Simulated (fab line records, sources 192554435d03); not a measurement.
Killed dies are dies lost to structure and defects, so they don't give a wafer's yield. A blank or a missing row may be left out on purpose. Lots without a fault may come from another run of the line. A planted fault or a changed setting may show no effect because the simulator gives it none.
Chamber matching | flow n5_finfet | N5_BEOL_M9_STRIP_67 on rie_diel-05: 4 sister chambers
The step strips in CF4. 4 wafers are shown with their chamber, then 10 later ones without.

WAFERS WITH THEIR CHAMBER
wafer  | chamber | showerhead_plenum_p_Torr (Torr)
L086.2 | 0       | 1.67
L086.4 | 3       | 1.84
L089.1 | 1       | 1.89
L089.4 | 2       | 1.87

WAFERS WITHOUT THEIR CHAMBER
wafer  | showerhead_plenum_p_Torr (Torr)
L089.6 | 1.66
L092.2 | 1.89
L092.4 | 1.83
L092.6 | 1.83
L094.2 | 1.66
L094.3 | 1.86
L094.5 | 1.83
L095.1 | 1.66
L095.2 | 1.86
L095.4 | 1.86

WHICH CHAMBER EACH WENT THROUGH
wafer  | from the rows above     | in truth
L089.6 | 0                       | 0
L092.2 | 1                       | 1
L092.4 | 3                       | 3
L092.6 | 3                       | 3
L094.2 | 0                       | 0
L094.3 | can't be placed: 2 or 3 | 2
L094.5 | 3                       | 3
L095.1 | 0                       | 0
L095.2 | can't be placed: 2 or 3 | 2
L095.4 | can't be placed: 2 or 3 | 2
Placed correctly: 7 of 10. Can't be placed from these rows: 3 (the true chamber is among the candidates in 3). Placed wrongly: 0.
How it was worked out, from the rows above alone: a wafer's distance from a chamber is the root of the sum, over the readings, of the square of ((its reading less the chamber's mean) divided by the reading's scatter). The wafer belongs to the nearest chamber; if the next one is less than 2 further off, it can't be placed. A chamber's mean is the mean of its shown wafers. The scatter: with one shown wafer a chamber, the root of the mean of the squares of how far each hidden wafer lies from its nearest shown one.
